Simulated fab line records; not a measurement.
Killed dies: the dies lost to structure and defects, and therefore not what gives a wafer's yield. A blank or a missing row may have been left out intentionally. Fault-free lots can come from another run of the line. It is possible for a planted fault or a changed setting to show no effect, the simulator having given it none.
Commonality check across tools + flow n5 finfet + Sample size 9 lots and 27 wafers

THE REASON FOR OPENING IT
On 3 of the 9 lots, a flag is raised at N5_FIN_SAQP_INSPECT_18 on the reading raw defect count. No-fault wafers: 388, standard deviation 110.
Rule: a lot is flagged in two cases, either no wafer of it has a number, or all its wafers with numbers fall more than 4 standard deviations from that mean. The other lots count as sound.

| lot  | measured    | on                | raw defect count, wafer by wafer | flag    |
|------|-------------|-------------------|----------------------------------|---------|
| L495 | day 1 23:23 | defect inspect-01 | 360 321 392                      |         |
| L498 | day 2 16:04 | defect inspect-01 | 403 437 319                      |         |
| L500 | day 3 04:11 | defect inspect-01 | 404 370 292                      |         |
| L504 | day 4 04:06 | defect inspect-01 | 1525 1494 1505                   | FLAGGED |
| L505 | day 4 11:04 | defect inspect-01 | 1418 1417 1389                   | FLAGGED |
| L507 | day 5 00:08 | defect inspect-02 | 1355 1357 1348                   | FLAGGED |
| L516 | day 7 03:49 | defect inspect-02 | 287 272 231                      |         |
| L517 | day 7 09:58 | defect inspect-01 | 334 278 328                      |         |
| L518 | day 7 17:31 | defect inspect-01 | 399 459 328                      |         |
The numbers of the flagged lots are 1423 on average: +1035 against the usual, or +9 standard deviations.

TOOL THAT RAN EACH LOT
Before the reading, the record contains 3 process steps out of a 1938-step route. Cell contents, in order: the tool; ch with the chambers the sampled wafers went through; the start.
| lot  | flag    | N5_PMOS_HMC_CHANNEL_EPI_ETCH_32   | N5_PMOS_HMC_CHANNEL_EPI_CMP_21 | N5_FIN_SAQP_PRECLEAN_42            |
|------|---------|-----------------------------------|--------------------------------|------------------------------------|
| L495 |         | rie diel-04 ch 1,2, day 1 17:47   | cmp-04 ch 1,3, day 1 20:08     | wet bench-05 ch 5,6,7, day 1 21:02 |
| L498 |         | rie diel-03 ch 1,2,3, day 2 11:34 | cmp-04 ch 0,2, day 2 13:29     | wet bench-05 ch 5,6,7, day 2 14:42 |
| L500 |         | rie diel-03 ch 1,3, day 2 23:36   | cmp-02 ch 0,2,3, day 3 01:37   | wet bench-05 ch 0,5,6, day 3 02:27 |
| L504 | FLAGGED | rie diel-04 ch 0,1,2, day 3 23:44 | cmp-02 ch 0,1,3, day 4 01:41   | wet bench-05 ch 2,4,7, day 4 02:43 |
| L505 | FLAGGED | rie diel-02 ch 1,2, day 4 05:56   | cmp-02 ch 0,1, day 4 08:49     | wet bench-05 ch 0,3,5, day 4 09:43 |
| L507 | FLAGGED | rie diel-02 ch 1,3, day 4 17:38   | cmp-04 ch 2,3, day 4 20:29     | wet bench-05 ch 4,5,6, day 4 21:25 |
| L516 |         | rie diel-04 ch 0,2,3, day 6 23:29 | cmp-04 ch 0,2,3, day 7 01:29   | wet bench-04 ch 1,4,7, day 7 02:14 |
| L517 |         | rie diel-04 ch 0,1, day 7 05:35   | cmp-04 ch 0,1,2, day 7 07:31   | wet bench-04 ch 0,4,6, day 7 08:25 |
| L518 |         | rie diel-03 ch 1,3, day 7 11:38   | cmp-04 ch 1,2, day 7 13:58     | wet bench-04 ch 2,3,7, day 7 14:46 |
What the steps here do:
- N5_PMOS_HMC_CHANNEL_EPI_ETCH_32: etches BARC in N2/H2, stops on SiO2, target depth 85.8 nm, time 50.3 s.
- N5_PMOS_HMC_CHANNEL_EPI_CMP_21: polishes SiGe30, target thk 54 nm.
- N5_FIN_SAQP_PRECLEAN_42: cleans in O3/DIW, time 60 s.
- N5_FIN_SAQP_INSPECT_18: inspects for defects (brightfield).

FLAGGED AGAINST TOTAL, ONE TOOL AT A TIME (gauges that did the reading follow at the end)
| step                            | tool              | lots run | flagged | share of the flagged lots | sound lots run after its first flagged lot |
|---------------------------------|-------------------|----------|---------|---------------------------|--------------------------------------------|
| N5_PMOS_HMC_CHANNEL_EPI_ETCH_32 | rie diel-02       | 2        | 2       | some                      | 0                                          |
| N5_PMOS_HMC_CHANNEL_EPI_ETCH_32 | rie diel-03       | 3        | 0       | none                      | -                                          |
| N5_PMOS_HMC_CHANNEL_EPI_ETCH_32 | rie diel-04       | 4        | 1       | some                      | 2 (L516,L517)                              |
| N5_PMOS_HMC_CHANNEL_EPI_CMP_21  | cmp-02            | 3        | 2       | some                      | 0                                          |
| N5_PMOS_HMC_CHANNEL_EPI_CMP_21  | cmp-04            | 6        | 1       | some                      | 3 (L516,L517,L518)                         |
| N5_FIN_SAQP_PRECLEAN_42         | wet bench-04      | 3        | 0       | none                      | -                                          |
| N5_FIN_SAQP_PRECLEAN_42         | wet bench-05      | 6        | 3       | all                       | 0                                          |
| N5_FIN_SAQP_INSPECT_18          | defect inspect-01 | 7        | 2       | some                      | 2 (L517,L518)                              |
| N5_FIN_SAQP_INSPECT_18          | defect inspect-02 | 2        | 1       | some                      | 1 (L516)                                   |

THE TABLE: WHAT IT ALLOWS
In the table, 1 row covers all flagged lots: wet bench-05 at N5_FIN_SAQP_PRECLEAN_42.
- wet bench-05 at N5_FIN_SAQP_PRECLEAN_42 ran 6 lots, 3 of them flagged. A fault beginning between L500 (day 3 02:27), its last sound lot, and L504 (day 4 02:43), its first flagged one, fits the data.
One tool is left: wet bench-05 at N5_FIN_SAQP_PRECLEAN_42.

WHAT HAD BEEN PUT IN BY THE SIMULATOR
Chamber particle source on wet bench-05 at N5_FIN_SAQP_PRECLEAN_42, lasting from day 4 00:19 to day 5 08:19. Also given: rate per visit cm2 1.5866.
Shown lots that were struck: L504, L505, L507. Same finding as the rule above.
